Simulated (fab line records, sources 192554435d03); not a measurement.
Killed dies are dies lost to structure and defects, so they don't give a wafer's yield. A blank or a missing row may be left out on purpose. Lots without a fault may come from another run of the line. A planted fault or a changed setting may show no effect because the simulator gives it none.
Chamber matching | flow n5_finfet | N5_BEOL_M12_DESCUM_15 on rie_diel-01: 4 sister chambers
The step chemistry O2, time 7.9 s. 8 wafers are shown with their chamber, then 9 later ones without.

WAFERS WITH THEIR CHAMBER
wafer  | chamber | showerhead_plenum_p_Torr (Torr) | drypump_motor_current_A (A)
L077.1 | 1       | 2.21                            | 5.1
L077.4 | 2       | 2.22                            | 5.3
L079.4 | 0       | 2.10                            | 5.7
L079.5 | 3       | 2.04                            | 6.3
L079.6 | 2       | 2.22                            | 5.4
L087.4 | 1       | 2.20                            | 5.1
L087.5 | 0       | 2.09                            | 5.7
L087.6 | 3       | 2.04                            | 6.3

WAFERS WITHOUT THEIR CHAMBER
wafer  | showerhead_plenum_p_Torr (Torr) | drypump_motor_current_A (A)
L095.1 | 2.19                            | 5.1
L095.3 | 2.20                            | 5.4
L095.6 | 2.03                            | 6.3
L096.2 | 2.19                            | 5.1
L096.4 | 2.20                            | 5.3
L096.6 | 2.20                            | 5.4
L097.1 | 2.19                            | 5.1
L097.2 | 2.20                            | 5.4
L097.5 | 2.20                            | 5.3

WHICH CHAMBER EACH WENT THROUGH
wafer  | from the rows above     | in truth
L095.1 | 1                       | 1
L095.3 | 2                       | 2
L095.6 | 3                       | 3
L096.2 | 1                       | 1
L096.4 | can't be placed: 2 or 1 | 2
L096.6 | 2                       | 2
L097.1 | 1                       | 1
L097.2 | 2                       | 2
L097.5 | can't be placed: 2 or 1 | 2
Placed correctly: 7 of 9. Can't be placed from these rows: 2 (the true chamber is among the candidates in 2). Placed wrongly: 0.
How it was worked out, from the rows above alone: a wafer's distance from a chamber is the root of the sum, over the readings, of the square of ((its reading less the chamber's mean) divided by the reading's scatter). The wafer belongs to the nearest chamber; if the next one is less than 2 further off, it can't be placed. A chamber's mean is the mean of its shown wafers. The scatter: the root of (the sum of the squares of (reading less its chamber's mean) over the shown wafers, divided by (wafers less chambers)).
